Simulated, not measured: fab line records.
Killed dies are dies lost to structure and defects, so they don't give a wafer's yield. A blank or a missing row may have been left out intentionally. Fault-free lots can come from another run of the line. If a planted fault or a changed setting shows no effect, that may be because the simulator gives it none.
Chamber matching -- flow n5Finfet -- rieDiel-02 running N5_SD_EPI_N_DESCUM_14: 4 sister chambers
The step chemistry O2, time 7.9 s. 4 wafers are shown with their chamber, then 12 later ones without.

== WAFERS WITH THEIR CHAMBER ==
wafer,chamber,drypumpMotorCurrentA (A)
L086.1,2,5.7
L088.1,3,4.7
L088.2,1,5.6
L088.3,0,5.8

== WAFERS WITH NO CHAMBER GIVEN ==
wafer,drypumpMotorCurrentA (A)
L088.4,5.7
L088.5,5.7
L088.6,5.6
L092.1,5.8
L092.3,4.8
L092.6,5.8
L093.1,5.8
L093.3,5.6
L093.5,5.8
L095.1,5.6
L095.5,5.8
L095.6,4.7

== THE CHAMBER EACH PASSED THROUGH ==
wafer,from the rows above,in truth
L088.4,2,2
L088.5,2,2
L088.6,1,1
L092.1,0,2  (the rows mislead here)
L092.3,3,3
L092.6,0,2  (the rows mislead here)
L093.1,0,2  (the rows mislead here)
L093.3,1,1
L093.5,0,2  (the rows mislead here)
L095.1,1,1
L095.5,0,0
L095.6,3,3
Correct placement for 8 of the 12. Can't be placed from these rows: 0. Number placed wrongly: 4.
How it was worked out, from the rows above alone: a wafer's distance from a chamber is the root of the sum, over the readings, of the square of ((its reading less the chamber's mean) divided by the reading's scatter). If the next closest chamber is less than 2 further off than the closest, the wafer can't be placed; otherwise it belongs to the closest. For every chamber, the mean is computed from those of its wafers that are shown. The scatter: with one shown wafer a chamber, the root of the mean of the squares of how far each hidden wafer lies from its nearest shown one.
